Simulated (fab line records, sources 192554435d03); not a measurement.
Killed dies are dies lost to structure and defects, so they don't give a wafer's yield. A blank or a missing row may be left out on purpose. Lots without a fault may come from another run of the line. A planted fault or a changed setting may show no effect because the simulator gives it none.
fab line records | flow n5_finfet
record lots=12 wafers=33 last_day=18
route steps=1938 shown MIM_TOP@1837 MIM_TOP_LITHO@1848 MIM_BOT_ETCH@1867 PASS1_CAP@1874 PASSIVATION@1936
lots that met no fault: from a run of the same line without faults
start_h: hours from the record's first day to the start of the lot's first wafer shown | wait_h: hours since the lot's step before | " the same as in the row above | L1.1+2: a row that stands for several wafers | - no value, or no start given | * or withheld: withheld | < > ~ a bound
route shown NAME@n: a module of which the file shows steps, and the number in the route of the first | usual: mean/standard deviation of fault-free wafers | same: alike in all rows | chamber/n: place in a boat | sites: the reading at each site | _std_site: their standard deviation | _edge_site: outer sites' mean less inner sites' | radius_mm: how far each site lies from the wafer's centre | mask NAME#n: copy n | behind: the tool/chamber that last shaped the wafer | hold: why the lot was held/for how many hours/how that ended | device: the transistor (n, p or np) that didn't switch | end of line: the same wafers' tests at the end of the route | a step without rows: its recipe alone | killed: dies lost to structure and defects at the first sort, not the wafer's yield | map: a wafer's dies, x killed, . not, _ none there
set.NAME: the setting as run; set.NAME@STEP: as run at that earlier step | model.NAME: the simulator's own value behind a step, which no gauge read
steps of the route over a sample of lots; a table a step, a row a wafer
services: from which hour (start_h, from the record's first day; less than 0 if before it) a tool's chamber was out of use, for how many hours, and why
## steps
# step N5_MIM_TOP_DEGAS_04
# recipe ambient=vacuum temp_c=300 time_s=60
# usual heater_power_w=444/31
# columns lot.wafer tool chamber start_h wait_h heater_power_w
L609.3 pvd_sputter-01 - 292.55 - 445
L609.4 " - " " 476
L609.5 " - " " 473
L613.2 pvd_sputter-03 - 303.14 - 474
L613.3 " - " " 417
L613.6 " - " " 469
L617.1 pvd_sputter-03 - 316.85 - 494
L617.6 " - " " 421
L615.2 pvd_sputter-02 - 318.66 - 398
L615.4 " - " " 492
L615.5 " - " " 424
L616.5 pvd_sputter-03 - 326.33 - 468
L616.6 " - " " 439
L619.2 pvd_sputter-02 - 355.95 - 388
L619.4 " - " " 429
L619.6 " - " " 425
L624.4 pvd_sputter-03 - 356.24 - 471
L624.5 " - " " 459
L624.6 " - " " 438
L622.1 pvd_sputter-01 - 363.17 - 427
L622.2 " - " " 481
L622.3 " - " " 456
L623.1 pvd_sputter-01 - 367.75 - 428
L623.3 " - " " 477
L623.4 " - " " 486
L630.2 pvd_sputter-03 - 405.68 - 435
L630.4 " - " " 407
L630.5 " - " " 475
L632.2 pvd_sputter-02 - 406.37 - 393
L632.3 " - " " 426
L632.5 " - " " 420
L631.4 pvd_sputter-02 - 411.02 - 497
L631.6 " - " " 495
# step N5_MIM_TOP_LITHO_OVL_MEAS_11
# recipe points_per_wafer=44
# usual MIM_TOP_OVL=-8/5.7
# columns lot.wafer tool chamber start_h wait_h MIM_TOP_OVL[nm]
L609.3 overlay-02 0 293.02 0.0 1
L609.4 " 0 " " -10
L609.5 " 0 " " -4
L613.2 overlay-01 0 303.60 0.0 -5
L613.3 " 0 " " -16
L613.6 " 0 " " -10
L617.1 overlay-02 0 317.31 0.0 -2
L617.6 " 0 " " -8
L615.2 overlay-02 0 319.25 0.0 -22
L615.4 " 0 " " -20
L615.5 " 0 " " -16
L616.5 overlay-01 0 326.90 0.0 -4
L616.6 " 0 " " 3
L619.2 overlay-01 0 356.41 0.0 -6
L619.4 " 0 " " -6
L619.6 " 0 " " -1
L624.4 overlay-02 0 356.83 0.0 -2
L624.5 " 0 " " -3
L624.6 " 0 " " -4
L622.1 overlay-01 0 363.63 0.0 -7
L622.2 " 0 " " -11
L622.3 " 0 " " -12
L623.1 overlay-01 0 368.21 0.0 -4
L623.3 " 0 " " -9
L623.4 " 0 " " -8
L630.2 overlay-01 0 406.27 0.0 -10
L630.4 " 0 " " -2
L630.5 " 0 " " -2
L632.2 overlay-02 0 406.83 0.0 -9
L632.3 " 0 " " -14
L632.5 " 0 " " -11
L631.4 overlay-01 0 411.60 0.0 -5
L631.6 " 0 " " -11
# step N5_MIM_BOT_ETCH_ETCH_03
# recipe chemistry=Cl2/BCl3 target_depth_a=120 pressure_mtorr=8 icp_w=800 bias_w=100 Cl2_flow_sccm=20 bcl3_flow_sccm=80
# usual drypump_motor_current_A=5.9/0.62 oes_product_au=0.81/0.081 throttle_valve_pct=27.4/0.39
# columns lot.wafer tool chamber start_h wait_h drypump_motor_current_A oes_product_au rf_hours_counter_h throttle_valve_pct
L609.3 rie_metal-01 1 294.28 0.1 6.3 0.95 - 26.7
L609.4 " 0 " " 4.7 0.86 - 27.5
L609.5 " 0 " " 4.7 0.86 - 27.5
L613.2 rie_metal-01 1 304.88 0.1 6.3 0.93 8 26.7
L613.3 " 1 " " 6.3 0.94 - 26.7
L613.6 " 0 " " 4.7 0.87 - 27.5
L617.1 rie_metal-03 0 318.45 0.1 6.3 0.85 24 27.6
L617.6 " 0 " " 6.3 0.85 - 27.5
L615.2 rie_metal-01 1 320.68 0.1 6.2 0.93 9 26.7
L615.4 " 1 " " 6.3 0.93 - 26.7
L615.5 " 1 " " 6.3 0.94 - 26.7
L616.5 rie_metal-03 0 327.90 0.1 6.3 0.86 - 27.6
L616.6 " 1 " " 6.4 0.80 - 27.5
L619.2 rie_metal-02 0 357.55 0.1 5.6 0.70 85 27.3
L619.4 " 1 " " 6.0 0.74 - 27.9
L619.6 " 0 " " 5.7 0.69 - 27.3
L624.4 rie_metal-01 0 357.95 0.1 4.7 0.85 - 27.5
L624.5 " 0 " " 4.7 0.85 - 27.5
L624.6 " 1 " " 6.3 0.92 - 26.7
L622.1 rie_metal-02 0 364.80 0.1 5.6 0.69 86 27.3
L622.2 " 1 " " 6.0 0.74 54 27.9
L622.3 " 0 " " 5.6 0.68 - 27.3
L623.1 rie_metal-03 0 369.38 0.1 6.3 0.83 27 27.6
L623.3 " 1 " " 6.4 0.79 - 27.5
L623.4 " 0 " " 6.3 0.84 - 27.6
L630.2 rie_metal-03 0 407.27 0.1 6.3 0.81 30 27.6
L630.4 " 0 " " 6.3 0.82 - 27.6
L630.5 " 1 " " 6.3 0.77 - 27.5
L632.2 rie_metal-02 1 408.16 0.1 6.0 0.73 59 27.9
L632.3 " 0 " " 5.6 0.68 - 27.3
L632.5 " 0 " " 5.6 0.68 - 27.3
L631.4 rie_metal-02 1 412.76 0.1 6.1 0.72 - 27.9
L631.6 " 1 " " 6.0 0.72 - 27.9
# step N5_PASSIVATION_PECVD_01
# recipe material=SiNx target_thk_a=2000 temp_c=400 precursor=SiH4/NH3/N2 pressure_torr=4.9 rf_w=1406 time_s=43.2
# usual chamber_pressure_Torr=4.900/0.012 heater_power_outer_w=165/66 heater_power_w=385/86 showerhead_plenum_p_Torr=8.66/0.082 throttle_valve_pct=29.0/1.5
# columns lot.wafer tool chamber start_h wait_h chamber_pressure_Torr heater_power_outer_w heater_power_w showerhead_plenum_p_Torr throttle_valve_pct
L609.3 pecvd-02 2 295.02 0.0 4.893 108 251 8.66 25.9
L609.4 " 1 " " 4.907 70 263 8.74 30.2
L609.5 " 0 " " 4.901 152 333 8.61 28.7
L613.2 pecvd-03 0 305.72 0.0 4.864 132 348 8.72 29.9
L613.3 " 2 " " 4.910 221 489 8.68 28.1
L613.6 " 1 " " 4.907 174 350 8.79 29.6
L617.1 pecvd-03 2 319.32 0.0 4.899 167 413 8.66 28.0
L617.6 " 1 " " 4.903 217 412 8.79 29.7
L615.2 pecvd-01 1 321.59 0.0 4.876 42 273 8.51 31.5
L615.4 " 1 " " 4.907 52 284 8.53 31.5
L615.5 " 2 " " 4.892 281 576 8.59 28.0
L616.5 pecvd-03 1 328.65 0.0 4.907 213 385 8.80 29.5
L616.6 " 2 " " 4.917 162 417 8.68 27.9
L619.2 pecvd-01 0 358.35 0.0 4.877 214 371 8.64 27.9
L619.4 " 0 " " 4.887 222 398 8.64 27.8
L619.6 " 2 " " 4.905 259 563 8.61 27.6
L624.4 pecvd-01 1 358.77 0.0 - - - - -
L624.5 " 0 " " - - - - -
L624.6 " 2 " " - - - - -
L622.1 pecvd-01 1 365.57 0.0 - - - - -
L622.2 " 0 " " - - - - -
L622.3 " 2 " " - - - - -
L623.1 pecvd-02 1 370.14 0.0 - - - - -
L623.3 " 2 " " - - - - -
L623.4 " 2 " " - - - - -
L630.2 pecvd-01 1 408.04 0.0 4.904 123 381 8.55 31.8
L630.4 " 2 " " 4.908 203 463 8.57 28.0
L630.5 " 1 " " 4.898 22 239 8.52 31.4
L632.2 pecvd-01 1 408.93 0.0 4.909 64 292 8.54 31.3
L632.3 " 2 " " 4.901 258 552 8.57 28.2
L632.5 " 1 " " 4.890 71 304 8.52 31.4
L631.4 pecvd-01 2 413.79 0.0 4.911 265 546 8.56 27.8
L631.6 " 0 " " 4.899 189 351 8.66 28.2
# step N5_PASSIVATION_PROBE_49
# usual defect_limited_yield=91.3/1.5 killed_at_M0_to_M3=31/11 killed_at_M4_up=14/5.1 killed_at_contacts=12/5.6 killed_at_front_end=42/12 killed_at_other=3.8/2.9 killed_dies=103/18 killed_open=67/14 killed_short=33/8 sort_bin_4_leakage=0.00/0.0073 sort_bin_5_function=5.1/1 sort_bin_6_memory=3.2/0.75 sort_n_pass=1077/18 sort_yield_pct=91.3/1.5
# same gross_dies=1180 killed_at_back_side=0 sort_bin_8_speed[%]=0
# columns lot.wafer tool chamber start_h wait_h defect_limited_yield[%] killed_at_M0_to_M3 killed_at_M4_up killed_at_contacts killed_at_front_end killed_at_other killed_dies killed_open killed_short sort_bin_4_leakage[%] sort_bin_5_function[%] sort_bin_6_memory[%] sort_n_pass sort_yield_pct[%]
L617.1 prober-01 - 326.26 0.0 90.7 34 20 15 34 7 110 65 42 0 5.2 3.7 1070 90.7
L617.6 prober-01 - 326.51 0.3 91.8 29 13 10 44 1 97 64 33 0 4.3 3.5 1083 91.8
L616.5 prober-01 - 339.62 0.2 93.2 17 12 9 36 6 80 49 31 0 4.0 2.5 1100 93.2
L616.6 prober-01 - 339.67 0.3 92.0 22 16 8 45 3 94 64 29 0 4.2 3.4 1086 92.0
L622.1 prober-02 - 374.03 0.0 89.2 32 11 12 64 8 127 82 45 0 5.9 4.2 1053 89.2
L622.2 prober-02 - 374.08 0.1 89.2 23 10 17 74 4 128 82 44 0 6.7 3.6 1052 89.2
L622.3 prober-02 - 374.13 0.1 90.4 27 6 6 66 8 113 85 26 0 5.9 3.2 1067 90.4
L623.1 prober-01 - 379.42 0.0 91.7 20 10 20 45 3 98 69 28 0 4.7 3.6 1082 91.7
L623.3 prober-01 - 379.52 0.1 89.2 38 14 18 56 1 127 104 23 0 5.8 4.5 1053 89.2
L623.4 prober-01 - 379.57 0.2 90.7 35 9 25 35 6 110 74 35 0 6.1 3.1 1070 90.7
L630.2 prober-01 - 415.77 0.1 88.0 54 20 13 49 6 142 90 51 0 6.9 4.5 1038 88.0
L630.4 prober-01 - 415.87 0.2 91.8 39 14 13 24 7 97 56 39 0 4.2 3.6 1083 91.8
L630.5 prober-01 - 415.92 0.2 89.0 51 19 12 45 3 130 89 39 0 6.7 3.6 1050 89.0
# killed by level:class
L617.1 MOL_CONTACT_COAG:geometric_particle:open=14 BEOL_M0_SAQP:geometric_particle:short=14 BEOL_M3:geometric_particle:open=7 BEOL_M0_SAQP:geometric_particle:open=6 FIN_SAQP:geometric_particle:short=5 FIN_SAQP:geometric_particle:open=5 STI_FIN_REVEAL:geometric_particle:open=5 BEOL_M5:geometric_particle:open=5
L617.6 STI_FIN_REVEAL:geometric_particle:open=10 MOL_CONTACT_COAG:geometric_particle:open=8 BEOL_M4:geometric_particle:open=8 BEOL_M0_SAQP:geometric_particle:open=7 FIN_SAQP:geometric_particle:open=6 FIN_SAQP:geometric_particle:short=6 GATE_CUT:geometric_particle:short=6 BEOL_M0_SAQP:geometric_particle:short=6
L616.5 FIN_SAQP:geometric_particle:short=11 DUMMY_GATE:geometric_particle:open=9 MOL_CONTACT_COAG:geometric_particle:open=6 BEOL_M5:geometric_particle:open=6 STI_FIN_REVEAL:geometric_particle:open=4 BEOL_M0_SAQP:geometric_particle:open=4 STARTING-WAFER:geometric_particle:open=4 MOL_CONTACT_COAG:geometric_particle:short=3
L616.6 FIN_SAQP:geometric_particle:open=15 FIN_SAQP:geometric_particle:short=13 BEOL_M1:geometric_particle:open=11 MOL_CONTACT_COAG:geometric_particle:open=8 BEOL_M4:geometric_particle:open=8 GATE_CUT:geometric_particle:open=6 GATE_CUT:geometric_particle:short=5 BEOL_M3:geometric_particle:open=3
L622.1 FIN_SAQP:geometric_particle:open=16 STI_FIN_REVEAL:geometric_particle:open=15 FIN_SAQP:geometric_particle:short=10 MOL_CONTACT_COAG:geometric_particle:open=9 BEOL_M1:geometric_particle:open=7 BEOL_M0_SAQP:geometric_particle:short=6 BEOL_M0_SAQP:geometric_particle:open=6 DUMMY_GATE:geometric_particle:open=6
L622.2 FIN_SAQP:geometric_particle:open=29 FIN_SAQP:geometric_particle:short=13 STI_FIN_REVEAL:geometric_particle:open=10 MOL_CONTACT_COAG:geometric_particle:open=9 MOL_CONTACT_COAG:geometric_particle:short=8 DUMMY_GATE:geometric_particle:open=6 BEOL_M1:geometric_particle:open=6 STARTING-WAFER:geometric_particle:short=6
L622.3 STI_FIN_REVEAL:geometric_particle:open=29 FIN_SAQP:geometric_particle:open=16 BEOL_M1:geometric_particle:open=9 FIN_SAQP:geometric_particle:short=7 MOL_CONTACT_COAG:geometric_particle:open=6 BEOL_M0_SAQP:geometric_particle:open=6 BEOL_M0_SAQP:geometric_particle:short=4 BEOL_M2:geometric_particle:open=3
L623.1 MOL_CONTACT_COAG:geometric_particle:open=16 FIN_SAQP:geometric_particle:open=10 FIN_SAQP:geometric_particle:short=7 STI_FIN_REVEAL:geometric_particle:open=7 DUMMY_GATE:geometric_particle:open=6 BEOL_M2:geometric_particle:open=6 BEOL_M5:geometric_particle:open=6 MOL_CONTACT_COAG:geometric_particle:short=4
L623.3 MOL_CONTACT_COAG:geometric_particle:open=16 FIN_SAQP:geometric_particle:open=15 DUMMY_GATE:geometric_particle:open=14 BEOL_M0_SAQP:geometric_particle:open=11 STI_FIN_REVEAL:geometric_particle:open=9 BEOL_M1:geometric_particle:open=9 BEOL_M4:geometric_particle:open=7 BEOL_M2:geometric_particle:open=6
L623.4 MOL_CONTACT_COAG:geometric_particle:open=19 BEOL_M0_SAQP:geometric_particle:open=11 STI_FIN_REVEAL:geometric_particle:open=10 FIN_SAQP:geometric_particle:open=7 BEOL_M2:geometric_particle:open=6 MOL_CONTACT_COAG:geometric_particle:short=6 BEOL_M0_SAQP:geometric_particle:short=5 GATE_CUT:geometric_particle:short=4
L630.2 BEOL_M0_SAQP:geometric_particle:open=19 BEOL_M0_SAQP:geometric_particle:short=17 FIN_SAQP:geometric_particle:short=16 MOL_CONTACT_COAG:geometric_particle:open=10 BEOL_M4:geometric_particle:open=9 FIN_SAQP:geometric_particle:open=8 BEOL_M1:geometric_particle:open=8 STI_FIN_REVEAL:geometric_particle:open=4
L630.4 BEOL_M0_SAQP:geometric_particle:short=10 MOL_CONTACT_COAG:geometric_particle:open=9 BEOL_M2:geometric_particle:short=7 BEOL_M2:geometric_particle:open=7 FIN_SAQP:geometric_particle:open=6 GATE_CUT:geometric_particle:open=6 BEOL_M1:geometric_particle:open=6 BEOL_M0_SAQP:geometric_particle:open=6
L630.5 BEOL_M0_SAQP:geometric_particle:short=14 BEOL_M0_SAQP:geometric_particle:open=13 FIN_SAQP:geometric_particle:open=10 MOL_CONTACT_COAG:geometric_particle:open=10 BEOL_M4:geometric_particle:open=10 BEOL_M1:geometric_particle:open=9 BEOL_M2:geometric_particle:open=6 DUMMY_GATE:geometric_particle:open=5
## services
# columns tool chamber start_h hours kind
rie_metal-02 1 281.50 1.1 repair
pecvd-02 - 316.12 14.6 pm
pecvd-01 0 320.34 2.1 scheduled_down
rie_metal-03 - 333.44 0.5 repair
pecvd-02 - 340.21 4.0 repair
pecvd-01 - 368.41 6.8 repair
pecvd-03 1 383.62 - clean
pecvd-03 1 383.62 - consumable_replace:showerhead
pecvd-03 1 383.62 29.0 scheduled_down
pecvd-03 1 383.62 29.0 vent_cycle
pecvd-02 1 398.57 5.5 scheduled_down
pecvd-03 0 409.49 5.5 scheduled_down
## key
first_sign step=N5_PASSIVATION_PECVD_01 reading=tool_record direction=missing
effect none on later readings
met_at N5_PASSIVATION_PECVD_01
struck_lots L622,L623,L624
not_acting_at N5_MIM_TOP_DEGAS_04,N5_MIM_TOP_LITHO_OVL_MEAS_11,N5_MIM_BOT_ETCH_ETCH_03
onset_between 358.35 358.77
fault kind=skipped_step_whole tool=pecvd-01,pecvd-02 chamber=- onset_h=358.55 steps=N5_PASSIVATION_PECVD_01 scope=struck_lots_only
